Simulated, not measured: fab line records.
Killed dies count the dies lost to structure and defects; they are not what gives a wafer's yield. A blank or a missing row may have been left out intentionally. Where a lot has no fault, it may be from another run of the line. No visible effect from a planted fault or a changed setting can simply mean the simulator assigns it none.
Chamber matching -- flow nand harc -- NHARC_A_CONTACT_CMP_20 on cmp-01: 4 sister chambers
The step polishes, t overpolish 30 s, target thk 300 nm. 14 wafers are shown with their chamber, then 7 later ones without.

== WAFERS, EACH WITH ITS CHAMBER ==
wafer,chamber,motor current A (A),time to endpoint s (s),overpolish run s (s)
L074.1,0,14.2,58,29.993
L074.3,3,11.0,59,30.010
L074.4,2,11.7,55,29.996
L079.2,3,11.0,59,30.006
L079.3,0,14.3,59,30.000
L079.5,2,11.3,53,29.992
L086.1,2,11.9,56,30.001
L086.3,0,13.8,60,30.000
L086.6,1,14.3,66,29.988
L087.2,3,10.9,64,30.009
L087.4,0,14.0,63,29.999
L087.5,3,11.4,64,30.004
L088.3,3,11.3,60,29.998
L088.4,2,11.7,57,29.998

SIGNATURES, as means of the wafers listed above
reading,chamber 0,chamber 1,chamber 2,chamber 3,scatter within a chamber
motor current A,14.075,14.300,11.650,11.120,0.229
time to endpoint s,60.00,66.00,55.25,61.20,2.23
overpolish run s,29.99800,29.98800,29.99675,30.00540,0.0041
Rule: for each reading, subtract the chamber's mean from the wafer's reading, divide by that reading's scatter and square the result; add these up over the readings and take the root, which gives the wafer's distance from the chamber. If the next closest chamber is less than 2 further off than the closest, the wafer can't be placed; otherwise it belongs to the closest. The scatter is the square root of a quotient: the sum, over the shown wafers, of each reading's squared deviation from its chamber's mean, divided by wafers minus chambers.

== WAFERS WITH NO CHAMBER GIVEN ==
wafer,motor current A (A),time to endpoint s (s),overpolish run s (s)
L088.5,12.1,58,30.007
L090.1,14.3,66,29.996
L090.4,11.2,64,29.987
L090.5,14.1,65,30.008
L095.2,13.5,63,29.998
L095.3,13.4,58,30.015
L095.6,11.4,59,29.997

== EACH ONE'S CHAMBER ==
wafer,from the rows above,in truth
L088.5,can't be placed: 2 or 3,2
L090.1,can't be placed: 1 or 0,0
L090.4,can't be placed: 3 or 2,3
L090.5,can't be placed: 0 or 1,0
L095.2,can't be placed: 0 or 1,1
L095.3,0,0
L095.6,can't be placed: 2 or 3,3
Placed correctly: 1 of 7. From these rows, 6 cannot be placed; in 6 the true chamber is one of the candidates. Wrongly placed: 0.
